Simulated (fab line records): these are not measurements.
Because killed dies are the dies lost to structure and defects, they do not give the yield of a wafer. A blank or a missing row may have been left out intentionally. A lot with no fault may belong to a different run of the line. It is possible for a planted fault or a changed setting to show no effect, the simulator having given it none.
fab line records	flow n5-finfet
[record] lots = 24	wafers = 72	last-day = 19
route steps=1938 shown BEOL_M12@1612 BEOL_M14@1733
lots that met no fault: taken from a fault-free run of the same line
start-h: hours from the record's first day to the start of the lot's first wafer shown	wait-h: how many hours have passed since the lot's step before this one	" repeats the value in the row above	L1.1+2: one row covering several wafers at once	- either no value or no given start	* or withheld: withheld	< > ~ a bound
route shown NAME@n: NAME is a module with steps in the file, n the number in the route of the first one	usual: average and standard deviation across the fault-free wafers	same: alike in all rows	chamber/n: place in a boat	sites: the reading at each site	_std_site: their standard deviation	_edge_site: inner sites' mean taken away from outer sites' mean	radius-mm: how far each site lies from the wafer's centre	mask NAME#n: copy n	behind: the last tool/chamber to shape the wafer	hold: why the lot was held/for how many hours/how that ended	device: which transistor (n, p or np) failed to switch	end of line: the tests these same wafers got at the end of their route	a step given without rows: its recipe and nothing more	killed: dies that structure and defects cost at the first sort, which is not the same as the wafer's yield	map: the dies of a wafer, with x for killed, . for not killed, _ for no die there
set.NAME: the setting the step ran with; set.NAME@STEP: the setting that earlier step ran with	model.NAME: the simulator's own value behind a step, which no gauge read
steps of the route over a sample of lots; a table a step, a row a wafer
services: from which hour (start-h, from the record's first day; less than 0 if before it) a tool's chamber was out of use, for how many hours, and why
[[steps]]
[step N5_BEOL_M12_CD_MEAS_10]
[recipe] target-cd-nm = 140	landing-energy-ev = 500	detector = se-inlens	polarity = opening
[usual] cd-nm = 140.4/2
lot.wafer	tool	chamber	start-h	wait-h	cd-nm
L076.2	cd-sem-03	0	249.64	-	143.8
L076.5	"	0	"	"	142.1
L076.6	"	0	"	"	141.1
L074.2	cd-sem-02	0	250.24	-	138.6
L074.3	"	0	"	"	138.4
L074.6	"	0	"	"	142.8
L075.1	cd-sem-01	0	252.86	-	143.9
L075.2	"	0	"	"	138.2
L075.5	"	0	"	"	139.4
L077.1	cd-sem-03	0	265.01	-	141.3
L077.5	"	0	"	"	144.1
L077.6	"	0	"	"	139.1
L078.1	cd-sem-02	0	266.11	-	142.9
L078.3	"	0	"	"	141.0
L078.6	"	0	"	"	140.6
L079.3	cd-sem-03	0	266.60	-	142.1
L079.4	"	0	"	"	144.2
L079.6	"	0	"	"	140.7
L081.2	cd-sem-02	0	275.01	-	141.9
L081.4	"	0	"	"	143.7
L081.5	"	0	"	"	140.1
L080.3	cd-sem-01	0	282.62	-	139.8
L080.4	"	0	"	"	138.3
L080.5	"	0	"	"	138.5
L082.1	cd-sem-01	0	284.72	-	137.6
L082.2	"	0	"	"	139.7
L082.5	"	0	"	"	140.1
L083.3	cd-sem-03	0	292.78	-	141.0
L083.5	"	0	"	"	141.7
L083.6	"	0	"	"	141.9
L084.2	cd-sem-02	0	300.46	-	139.2
L084.4	"	0	"	"	137.3
L084.6	"	0	"	"	141.1
L085.3	cd-sem-02	0	303.31	-	138.9
L085.4	"	0	"	"	139.8
L085.5	"	0	"	"	136.4
L087.1	cd-sem-01	0	318.71	-	137.5
L087.2	"	0	"	"	139.1
L087.3	"	0	"	"	139.8
L089.1	cd-sem-03	0	333.81	-	139.1
L089.2	"	0	"	"	138.2
L089.3	"	0	"	"	143.4
L088.1	cd-sem-02	0	335.46	-	141.0
L088.4	"	0	"	"	143.2
L088.6	"	0	"	"	141.4
L086.3	cd-sem-01	0	336.47	-	140.5
L086.4	"	0	"	"	140.0
L086.6	"	0	"	"	138.5
L090.3	cd-sem-02	0	343.25	-	141.0
L090.4	"	0	"	"	143.6
L090.6	"	0	"	"	139.8
L091.2	cd-sem-03	0	371.90	-	137.7
L091.4	"	0	"	"	140.7
L091.6	"	0	"	"	136.9
L092.4	cd-sem-01	0	376.65	-	143.4
L092.5	"	0	"	"	139.6
L092.6	"	0	"	"	142.7
L093.1	cd-sem-01	0	376.98	-	142.3
L093.5	"	0	"	"	142.0
L093.6	"	0	"	"	140.6
L094.2	cd-sem-03	0	381.78	-	142.7
L094.3	"	0	"	"	140.3
L094.6	"	0	"	"	140.9
L095.2	cd-sem-03	0	403.60	-	139.1
L095.3	"	0	"	"	138.7
L095.4	"	0	"	"	140.3
L096.1	cd-sem-01	0	404.26	-	143.9
L096.3	"	0	"	"	142.6
L096.5	"	0	"	"	140.6
L097.1	cd-sem-01	0	405.00	-	140.2
L097.2	"	0	"	"	143.7
L097.3	"	0	"	"	139.6
[step N5_BEOL_M12_OVL_MEAS_11]
[recipe] points-per-wafer = 44
[usual] V11_OVL = 2/5.5
[same] points-per-wafer = 44
lot.wafer	tool	chamber	start-h	wait-h	V11_OVL[nm]
L076.2	overlay-02	0	249.67	0.0	1
L076.5	"	0	"	"	-3
L076.6	"	0	"	"	6
L074.2	overlay-01	0	250.27	0.0	2
L074.3	"	0	"	"	4
L074.6	"	0	"	"	5
L075.1	overlay-02	0	252.89	0.0	13
L075.2	"	0	"	"	-3
L075.5	"	0	"	"	-2
L077.1	overlay-02	0	265.04	0.0	4
L077.5	"	0	"	"	-1
L077.6	"	0	"	"	5
L078.1	overlay-01	0	266.14	0.0	6
L078.3	"	0	"	"	0
L078.6	"	0	"	"	17
L079.3	overlay-02	0	266.63	0.0	7
L079.4	"	0	"	"	6
L079.6	"	0	"	"	-1
L081.2	overlay-01	0	275.04	0.0	7
L081.4	"	0	"	"	5
L081.5	"	0	"	"	-3
L080.3	overlay-01	0	282.65	0.0	-7
L080.4	"	0	"	"	-8
L080.5	"	0	"	"	-6
L082.1	overlay-02	0	284.75	0.0	1
L082.2	"	0	"	"	10
L082.5	"	0	"	"	4
L083.3	overlay-01	0	292.81	0.0	-4
L083.5	"	0	"	"	-6
L083.6	"	0	"	"	3
L084.2	overlay-02	0	300.49	0.0	0
L084.4	"	0	"	"	-5
L084.6	"	0	"	"	-5
L085.3	overlay-01	0	303.34	0.0	-7
L085.4	"	0	"	"	-5
L085.5	"	0	"	"	0
L087.1	overlay-01	0	318.75	0.0	-3
L087.2	"	0	"	"	-3
L087.3	"	0	"	"	-2
L089.1	overlay-01	0	333.84	0.0	-2
L089.2	"	0	"	"	-1
L089.3	"	0	"	"	0
L088.1	overlay-01	0	335.49	0.0	8
L088.4	"	0	"	"	7
L088.6	"	0	"	"	6
L086.3	overlay-02	0	336.50	0.0	2
L086.4	"	0	"	"	4
L086.6	"	0	"	"	2
L090.3	overlay-02	0	343.28	0.0	1
L090.4	"	0	"	"	1
L090.6	"	0	"	"	3
L091.2	overlay-01	0	371.93	0.0	6
L091.4	"	0	"	"	11
L091.6	"	0	"	"	5
L092.4	overlay-02	0	376.67	0.0	-1
L092.5	"	0	"	"	-4
L092.6	"	0	"	"	2
L093.1	overlay-02	0	377.01	0.0	1
L093.5	"	0	"	"	3
L093.6	"	0	"	"	-7
L094.2	overlay-02	0	381.81	0.0	-1
L094.3	"	0	"	"	0
L094.6	"	0	"	"	1
L095.2	overlay-02	0	403.63	0.0	9
L095.3	"	0	"	"	-1
L095.4	"	0	"	"	9
L096.1	overlay-01	0	404.30	0.0	11
L096.3	"	0	"	"	11
L096.5	"	0	"	"	6
L097.1	overlay-01	0	405.03	0.0	7
L097.2	"	0	"	"	7
L097.3	"	0	"	"	11
[step N5_BEOL_M12_ETCH_59]
[recipe] chemistry = N2/H2	target = BARC	target-depth-a = 890	overetch-a = 267	time-s = 67.9	ion-energy-ev = 200	pressure-mtorr = 30	source-w = 840	bias-w = 150	n2-flow-sccm = 200	h2-flow-sccm = 200
[usual] drypump-motor-current-A = 5.6/0.46	oes-product-au = 0.67/0.061	rf-vpp-V = 524.1/2.7	showerhead-plenum-p-Torr = 2.55/0.095	throttle-valve-pct = 17.85/0.26
lot.wafer	tool	chamber	start-h	wait-h	drypump-motor-current-A	oes-product-au	rf-hours-counter-h	rf-vpp-V	showerhead-plenum-p-Torr	throttle-valve-pct
L076.2	rie-diel-06	0	250.78	0.0	5.8	0.74	57	526.3	2.70	18.03
L076.5	"	1	"	"	5.8	0.63	-	519.2	2.44	17.94
L076.6	"	2	"	"	4.9	0.83	-	522.6	2.50	17.25
L074.2	rie-diel-06	3	251.04	0.0	6.0	0.65	150	527.8	2.66	17.97
L074.3	"	0	"	"	5.8	0.74	57	527.9	2.70	18.01
L074.6	"	1	"	"	5.8	0.64	-	521.0	2.44	17.95
L075.1	rie-diel-04	0	253.18	0.0	4.8	0.69	104	524.3	2.55	17.71
L075.2	"	3	"	"	5.7	0.64	183	520.3	2.41	17.96
L075.5	"	0	"	"	4.8	0.68	-	523.5	2.55	17.72
L077.1	rie-diel-04	3	265.15	0.0	5.8	0.63	188	521.6	2.41	17.98
L077.5	"	0	"	"	4.8	0.67	-	524.8	2.55	17.73
L077.6	"	3	"	"	5.7	0.63	-	520.3	2.41	17.97
L078.1	rie-diel-04	1	266.26	0.0	5.9	0.61	207	528.3	2.62	17.73
L078.3	"	3	"	"	5.8	0.64	189	522.0	2.41	17.97
L078.6	"	1	"	"	5.9	0.61	-	525.9	2.62	17.74
L079.3	rie-diel-04	2	266.72	0.0	5.8	0.66	114	522.9	2.57	18.16
L079.4	"	0	"	"	4.8	0.67	110	524.8	2.55	17.74
L079.6	"	3	"	"	5.8	0.63	-	522.1	2.41	17.99
L081.2	rie-diel-04	1	275.13	0.0	5.9	0.61	210	525.4	2.62	17.73
L081.4	"	3	"	"	5.8	0.63	191	520.1	2.41	17.96
L081.5	"	1	"	"	5.9	0.62	-	526.5	2.62	17.73
L080.3	rie-diel-06	0	282.74	0.0	5.8	0.72	67	526.3	2.70	18.02
L080.4	"	2	"	"	4.9	0.81	18	524.4	2.49	17.28
L080.5	"	3	"	"	6.0	0.64	-	526.5	2.66	18.00
L082.1	rie-diel-04	0	284.84	0.0	4.7	0.67	116	523.0	2.54	17.74
L082.2	"	3	"	"	5.8	0.63	193	521.2	2.41	17.98
L082.5	"	3	"	"	5.8	0.64	-	520.8	2.41	17.97
L083.3	rie-diel-05	1	292.90	0.0	5.2	0.74	37	525.2	2.58	17.78
L083.5	"	0	"	"	6.5	0.61	-	520.3	2.42	17.88
L083.6	"	3	"	"	5.5	0.79	-	524.9	2.58	17.61
L084.2	rie-diel-05	1	300.81	0.0	5.1	0.75	40	524.7	2.58	17.78
L084.4	"	2	"	"	5.2	0.74	52	529.0	2.67	17.31
L084.6	"	2	"	"	5.2	0.74	-	528.4	2.67	17.31
L085.3	rie-diel-06	3	303.43	0.0	6.0	0.64	166	526.9	2.65	18.00
L085.4	"	0	"	"	5.8	0.71	73	529.1	2.69	18.06
L085.5	"	1	"	"	5.8	0.64	-	522.1	2.43	17.98
L087.1	rie-diel-05	0	318.84	0.0	6.5	0.61	218	521.2	2.42	17.89
L087.2	"	3	"	"	5.6	0.76	19	525.6	2.58	17.64
L087.3	"	1	"	"	5.2	0.74	46	525.5	2.58	17.80
L089.1	rie-diel-04	3	334.27	0.0	5.8	0.62	213	520.6	2.40	18.01
L089.2	"	2	"	"	5.8	0.66	138	523.6	2.56	18.17
L089.3	"	0	"	"	4.7	0.66	134	523.6	2.54	17.77
L088.1	rie-diel-05	2	335.58	0.0	5.2	0.73	60	526.5	2.67	17.32
L088.4	"	1	"	"	5.1	0.73	52	524.7	2.57	17.81
L088.6	"	3	"	"	5.5	0.74	-	525.8	2.58	17.64
L086.3	rie-diel-06	2	336.69	0.0	5.0	0.77	37	524.3	2.48	17.30
L086.4	"	1	"	"	5.8	0.62	195	521.4	2.43	18.01
L086.6	"	2	"	"	4.9	0.77	-	522.1	2.48	17.31
L090.3	rie-diel-06	1	343.37	0.0	5.8	0.62	198	519.3	2.42	18.01
L090.4	"	0	"	"	5.8	0.71	87	529.7	2.69	18.08
L090.6	"	3	"	"	6.0	0.63	-	526.5	2.65	18.04
L091.2	rie-diel-05	0	372.02	0.0	6.5	0.59	238	520.7	2.41	17.93
L091.4	"	2	"	"	5.2	0.73	71	528.4	2.66	17.33
L091.6	"	3	"	"	5.6	0.74	-	525.8	2.57	17.68
L092.4	rie-diel-06	0	376.77	0.0	5.8	0.70	96	528.4	2.68	18.08
L092.5	"	0	"	"	5.9	0.70	-	527.8	2.68	18.07
L092.6	"	3	"	"	6.0	0.62	-	526.6	2.64	18.05
L093.1	rie-diel-04	1	377.10	0.0	5.9	0.59	240	524.7	2.60	17.78
L093.5	"	2	"	"	5.8	0.64	-	523.8	2.56	18.22
L093.6	"	1	"	"	6.0	0.59	-	527.3	2.60	17.79
L094.2	rie-diel-06	2	381.90	0.0	5.0	0.76	51	520.9	2.48	17.35
L094.3	"	0	"	"	5.8	0.70	97	526.3	2.68	18.09
L094.6	"	1	"	"	5.8	0.62	-	521.4	2.42	18.03
L095.2	rie-diel-04	1	403.72	0.0	5.9	0.58	250	525.7	2.60	17.81
L095.3	"	2	"	"	5.8	0.63	162	523.7	2.55	18.21
L095.4	"	0	"	"	4.8	0.64	158	524.9	2.53	17.82
L096.1	rie-diel-05	0	404.39	0.0	6.4	0.59	249	519.5	2.40	17.94
L096.3	"	1	"	"	5.1	0.70	78	525.1	2.56	17.84
L096.5	"	3	"	"	5.5	0.72	-	523.8	2.57	17.68
L097.1	rie-diel-04	0	405.25	0.0	4.7	0.64	159	524.4	2.52	17.82
L097.2	"	2	"	"	5.8	0.62	162	525.0	2.55	18.23
L097.3	"	3	"	"	5.8	0.61	238	520.2	2.39	18.05
[step N5_BEOL_M12_CD_MEAS_17]
[recipe] target-cd-nm = 140	polarity = opening
[usual] cd-nm = 140.7/2.2
lot.wafer	tool	chamber	start-h	wait-h	cd-nm
L076.2	cd-sem-03	-	251.24	0.0	145.0
L076.5	"	-	"	"	142.3
L076.6	"	-	"	"	140.4
L074.2	cd-sem-02	-	251.50	0.0	139.2
L074.3	"	-	"	"	140.9
L074.6	"	-	"	"	144.0
L075.1	cd-sem-01	-	253.64	0.0	143.8
L075.2	"	-	"	"	140.8
L075.5	"	-	"	"	139.1
L077.1	cd-sem-01	-	265.61	0.0	141.8
L077.5	"	-	"	"	144.2
L077.6	"	-	"	"	139.1
L078.1	cd-sem-03	-	266.72	0.0	142.3
L078.3	"	-	"	"	142.1
L078.6	"	-	"	"	140.1
L079.3	cd-sem-02	-	267.19	0.0	142.1
L079.4	"	-	"	"	143.7
L079.6	"	-	"	"	142.1
L081.2	cd-sem-03	-	275.59	0.0	141.6
L081.4	"	-	"	"	145.4
L081.5	"	-	"	"	139.4
L080.3	cd-sem-02	-	283.20	0.0	140.7
L080.4	"	-	"	"	138.7
L080.5	"	-	"	"	139.2
L082.1	cd-sem-01	-	285.30	0.0	137.9
L082.2	"	-	"	"	142.1
L082.5	"	-	"	"	142.4
L083.3	cd-sem-01	-	293.37	0.0	139.5
L083.5	"	-	"	"	141.2
L083.6	"	-	"	"	143.0
L084.2	cd-sem-03	-	301.27	0.0	138.4
L084.4	"	-	"	"	136.3
L084.6	"	-	"	"	140.0
L085.3	cd-sem-02	-	303.89	0.0	138.7
L085.4	"	-	"	"	141.0
L085.5	"	-	"	"	137.1
L087.1	cd-sem-02	-	319.30	0.0	136.5
L087.2	"	-	"	"	141.1
L087.3	"	-	"	"	139.1
L089.1	cd-sem-01	-	334.72	0.0	141.1
L089.2	"	-	"	"	138.2
L089.3	"	-	"	"	143.1
L088.1	cd-sem-02	-	336.09	0.0	139.8
L088.4	"	-	"	"	141.7
L088.6	"	-	"	"	143.9
L086.3	cd-sem-03	-	337.16	0.0	140.9
L086.4	"	-	"	"	140.2
L086.6	"	-	"	"	138.8
L090.3	cd-sem-01	-	343.84	0.0	141.7
L090.4	"	-	"	"	145.6
L090.6	"	-	"	"	140.6
L091.2	cd-sem-02	-	372.48	0.0	137.1
L091.4	"	-	"	"	140.1
L091.6	"	-	"	"	137.5
L092.4	cd-sem-03	-	377.23	0.0	144.9
L092.5	"	-	"	"	141.4
L092.6	"	-	"	"	143.0
L093.1	cd-sem-01	-	377.56	0.0	142.7
L093.5	"	-	"	"	142.4
L093.6	"	-	"	"	141.5
L094.2	cd-sem-02	-	382.36	0.0	143.0
L094.3	"	-	"	"	143.0
L094.6	"	-	"	"	140.7
L095.2	cd-sem-03	-	404.18	0.0	139.0
L095.3	"	-	"	"	140.0
L095.4	"	-	"	"	140.7
L096.1	cd-sem-01	-	404.85	0.0	143.4
L096.3	"	-	"	"	142.3
L096.5	"	-	"	"	141.1
L097.1	cd-sem-02	-	405.73	0.0	140.8
L097.2	"	-	"	"	146.4
L097.3	"	-	"	"	141.0
[step N5_BEOL_M14_STRIP_64]
[recipe] chemistry = O2	power-w = 600	temp-c = 60	pressure-mtorr = 30	rf-frequency-hz = 6e+07	bias-power-w = 0	overash-fraction = 0.3	o2-flow-sccm = 225
[usual] drypump-motor-current-A = 5.6/0.49	oes-product-au = 0.80/0.081	rf-vpp-V = 3.7/0.48	showerhead-plenum-p-Torr = 2.10/0.081	throttle-valve-pct = 16.67/0.24
lot.wafer	tool	chamber	start-h	wait-h	drypump-motor-current-A	oes-product-au	rf-hours-counter-h	rf-vpp-V	showerhead-plenum-p-Torr	throttle-valve-pct
L076.2	rie-diel-06	0	-	-	5.8	0.88	60	3.2	2.21	16.63
L076.5	"	1	"	"	5.8	0.74	-	4.3	2.01	16.78
L076.6	"	2	"	"	5.0	0.96	-	3.4	2.07	16.10
L074.2	rie-diel-04	0	-	-	4.8	0.80	108	3.5	2.10	16.43
L074.3	"	2	"	"	5.8	0.77	113	3.3	2.12	16.81
L074.6	"	1	"	"	5.9	0.71	-	2.6	2.15	16.46
L075.1	rie-diel-06	3	-	-	6.0	0.76	153	2.7	2.21	16.95
L075.2	"	1	"	"	5.8	0.74	170	2.7	2.01	16.79
L075.5	"	1	"	"	5.8	0.74	-	3.2	2.01	16.78
L077.1	rie-diel-05	2	-	-	5.2	0.89	45	4.2	2.21	16.26
L077.5	"	0	"	"	6.5	0.72	-	3.3	1.99	16.71
L077.6	"	3	"	"	5.5	0.95	-	3.8	2.15	16.61
L079.3	rie-diel-04	0	-	-	4.7	0.78	119	4.0	2.10	16.46
L079.4	"	1	"	"	5.9	0.69	215	3.3	2.15	16.50
L079.6	"	1	"	"	5.9	0.69	-	4.1	2.15	16.52
L078.1	rie-diel-05	0	-	-	6.4	0.72	210	3.6	1.98	16.72
L078.3	"	3	"	"	5.6	0.93	10	3.9	2.15	16.63
L078.6	"	1	"	"	5.2	0.89	-	4.6	2.15	16.79
L081.2	rie-diel-06	2	-	-	4.9	0.93	22	4.2	2.07	16.15
L081.4	"	3	"	"	6.0	0.74	163	3.9	2.20	16.94
L081.5	"	1	"	"	5.8	0.73	-	3.4	2.00	16.81
L080.3	rie-diel-04	3	-	-	5.8	0.73	198	4.4	1.99	16.94
L080.4	"	2	"	"	5.8	0.76	124	3.1	2.11	16.83
L080.5	"	3	"	"	5.7	0.73	-	3.6	1.99	16.91
L082.1	rie-diel-05	3	-	-	5.6	0.91	12	4.0	2.15	16.63
L082.2	"	2	"	"	5.2	0.87	52	4.3	2.21	16.29
L082.5	"	1	"	"	5.1	0.89	-	3.8	2.15	16.78
L083.3	rie-diel-05	1	-	-	5.1	0.88	43	2.3	2.15	16.79
L083.5	"	1	"	"	5.1	0.89	-	4.1	2.15	16.79
L083.6	"	0	"	"	6.4	0.71	-	3.5	1.98	16.73
L084.2	rie-diel-06	2	-	-	5.0	0.93	27	4.3	2.07	16.14
L084.4	"	1	"	"	5.8	0.74	185	3.4	2.00	16.81
L084.6	"	1	"	"	5.8	0.74	-	3.9	2.00	16.81
L085.3	rie-diel-05	1	-	-	5.1	0.88	45	2.7	2.15	16.79
L085.4	"	3	"	"	5.6	0.90	-	3.2	2.14	16.63
L085.5	"	1	"	"	5.2	0.87	-	4.2	2.15	16.79
L087.1	rie-diel-05	2	-	-	5.2	0.87	59	3.6	2.21	16.31
L087.2	"	3	"	"	5.5	0.89	24	3.7	2.14	16.65
L087.3	"	1	"	"	5.1	0.87	51	2.8	2.15	16.81
L089.1	rie-diel-06	2	-	-	4.9	0.90	40	4.0	2.06	16.18
L089.2	"	1	"	"	5.8	0.72	198	4.1	2.00	16.83
L089.3	"	3	"	"	6.0	0.73	180	3.5	2.20	16.99
L088.1	rie-diel-05	3	-	-	5.5	0.89	29	3.3	2.14	16.66
L088.4	"	2	"	"	5.2	0.86	63	4.0	2.21	16.31
L088.6	"	0	"	"	6.4	0.70	-	4.1	1.98	16.75
L086.3	rie-diel-06	3	-	-	6.0	0.73	181	3.4	2.20	16.99
L086.4	"	2	"	"	4.9	0.90	41	3.6	2.06	16.16
L086.6	"	3	"	"	6.0	0.73	-	3.0	2.20	17.00
L090.3	rie-diel-04	0	-	-	4.7	0.77	142	3.3	2.09	16.50
L090.4	"	1	"	"	5.9	0.68	237	4.1	2.14	16.54
L090.6	"	3	"	"	5.7	0.70	-	3.4	1.98	16.95
L091.2	rie-diel-04	3	-	-	5.7	0.71	230	3.9	1.98	16.98
L091.4	"	0	"	"	4.7	0.76	151	3.4	2.08	16.53
L091.6	"	2	"	"	5.8	0.73	-	3.7	2.10	16.89
L094.2	rie-diel-06	0	-	-	5.8	0.83	99	2.9	2.19	16.70
L094.3	"	2	"	"	4.9	0.88	54	4.3	2.06	16.20
L094.6	"	0	"	"	5.8	0.83	-	3.6	2.19	16.70
L093.1	rie-diel-05	0	-	-	6.5	0.68	245	4.2	1.97	16.77
L093.5	"	0	"	"	6.5	0.69	-	4.1	1.97	16.79
L093.6	"	2	"	"	5.2	0.83	-	3.7	2.20	16.33
L092.4	rie-diel-05	0	-	-	6.5	0.69	-	3.7	1.97	16.77
L092.5	"	1	"	"	5.2	0.84	-	2.6	2.14	16.84
L092.6	"	2	"	"	5.2	0.84	-	3.8	2.20	16.34
L095.2	rie-diel-05	3	-	-	5.6	0.84	49	3.2	2.13	16.70
L095.3	"	1	"	"	5.1	0.83	83	3.4	2.13	16.86
L095.4	"	1	"	"	5.1	0.82	-	4.1	2.13	16.86
L096.1	rie-diel-04	0	-	-	4.8	0.73	168	3.8	2.08	16.56
L096.3	"	2	"	"	5.8	0.72	172	4.5	2.10	16.92
L096.5	"	2	"	"	5.8	0.71	-	3.9	2.10	16.93
L097.1	rie-diel-04	2	-	-	5.8	0.71	172	3.8	2.10	16.92
L097.2	"	3	"	"	5.7	0.69	247	4.0	1.97	17.00
L097.3	"	0	"	"	4.8	0.74	168	2.5	2.08	16.56
[step N5_BEOL_M14_ANNEAL_48]
[recipe] temp-c = 225	time-s = 90	ambient = N2
[usual] wafer_temp_C_max = 226.6/0.46
lot.wafer	tool	chamber	start-h	wait-h	wafer_temp_C_max
L076.2	rtp-anneal-01	0	265.86	0.2	227.0
L076.5	"	0	"	"	226.7
L076.6	"	0	"	"	227.2
L074.2	rtp-anneal-01	0	266.13	0.4	227.5
L074.3	"	0	"	"	227.6
L074.6	"	0	"	"	226.6
L075.1	rtp-anneal-02	0	266.64	0.3	225.7
L075.2	"	0	"	"	225.6
L075.5	"	0	"	"	226.3
L077.1	rtp-anneal-01	0	282.13	0.1	227.0
L077.5	"	0	"	"	227.2
L077.6	"	0	"	"	226.9
L079.3	rtp-anneal-02	0	298.72	0.5	226.4
L079.4	"	0	"	"	226.3
L079.6	"	0	"	"	226.8
L078.1	rtp-anneal-01	0	298.98	0.1	226.8
L078.3	"	0	"	"	227.0
L078.6	"	0	"	"	227.5
L081.2	rtp-anneal-02	0	302.59	0.7	226.3
L081.4	"	0	"	"	225.7
L081.5	"	0	"	"	226.3
L080.3	rtp-anneal-01	0	302.80	0.4	226.3
L080.4	"	0	"	"	226.9
L080.5	"	0	"	"	226.4
L082.1	rtp-anneal-01	0	304.34	0.1	226.4
L082.2	"	0	"	"	227.2
L082.5	"	0	"	"	226.7
L083.3	rtp-anneal-01	0	315.13	0.2	226.6
L083.5	"	0	"	"	226.9
L083.6	"	0	"	"	227.4
L084.2	rtp-anneal-02	0	318.33	0.2	226.8
L084.4	"	0	"	"	226.1
L084.6	"	0	"	"	226.2
L085.3	rtp-anneal-02	0	321.84	0.2	226.1
L085.4	"	0	"	"	226.4
L085.5	"	0	"	"	226.5
L087.1	rtp-anneal-02	0	335.34	0.4	226.3
L087.2	"	0	"	"	226.3
L087.3	"	0	"	"	226.6
L089.1	rtp-anneal-01	0	349.07	0.1	227.1
L089.2	"	0	"	"	227.0
L089.3	"	0	"	"	227.1
L088.1	rtp-anneal-02	0	349.27	0.1	226.2
L088.4	"	0	"	"	226.0
L088.6	"	0	"	"	226.6
L086.3	rtp-anneal-02	0	352.96	0.5	226.3
L086.4	"	0	"	"	226.5
L086.6	"	0	"	"	226.5
L090.3	rtp-anneal-02	0	364.28	0.3	226.6
L090.4	"	0	"	"	226.3
L090.6	"	0	"	"	226.7
L091.2	rtp-anneal-01	0	388.71	0.2	226.6
L091.4	"	0	"	"	226.5
L091.6	"	0	"	"	227.4
L094.2	rtp-anneal-02	0	394.61	0.5	226.2
L094.3	"	0	"	"	225.9
L094.6	"	0	"	"	226.9
L093.1	rtp-anneal-02	0	399.15	0.1	225.9
L093.5	"	0	"	"	226.2
L093.6	"	0	"	"	226.0
L092.4	rtp-anneal-01	0	400.48	0.3	227.0
L092.5	"	0	"	"	226.7
L092.6	"	0	"	"	226.9
L095.2	rtp-anneal-01	0	419.18	0.2	226.3
L095.3	"	0	"	"	227.3
L095.4	"	0	"	"	227.2
L096.1	rtp-anneal-02	0	424.78	0.1	226.5
L096.3	"	0	"	"	226.9
L096.5	"	0	"	"	226.8
L097.1	rtp-anneal-01	0	425.10	0.1	227.0
L097.2	"	0	"	"	227.3
L097.3	"	0	"	"	227.0
[[services]]
tool	chamber	start-h	hours	kind
rie-diel-04	2	227.60	7.5	repair
rie-diel-05	3	240.19	-	clean
rie-diel-05	3	240.19	-	consumable-replace:focus-ring
rie-diel-05	3	240.19	20.8	scheduled-down
rie-diel-05	3	240.19	20.8	vent-cycle
rie-diel-04	-	246.59	4.3	pm
rie-diel-04	3	270.27	1.4	repair
rie-diel-05	1	276.52	6.8	repair
rie-diel-05	2	314.84	9.9	repair
rie-diel-04	-	349.59	0.2	repair
rie-diel-04	1	363.68	6.5	repair
rie-diel-05	3	386.33	11.0	repair
rie-diel-06	3	389.38	10.4	repair
rie-diel-04	1	404.29	-	clean
rie-diel-04	1	404.29	-	consumable-replace:focus-ring
rie-diel-04	1	404.29	22.2	scheduled-down
rie-diel-04	1	404.29	22.2	vent-cycle
rie-diel-05	0	407.05	-	clean
rie-diel-05	0	407.05	-	consumable-replace:esc
rie-diel-05	0	407.05	-	consumable-replace:focus-ring
rie-diel-05	0	407.05	27.8	scheduled-down
rie-diel-05	0	407.05	27.8	vent-cycle
rie-diel-04	-	424.54	2.8	pm
[[key]]
fault none
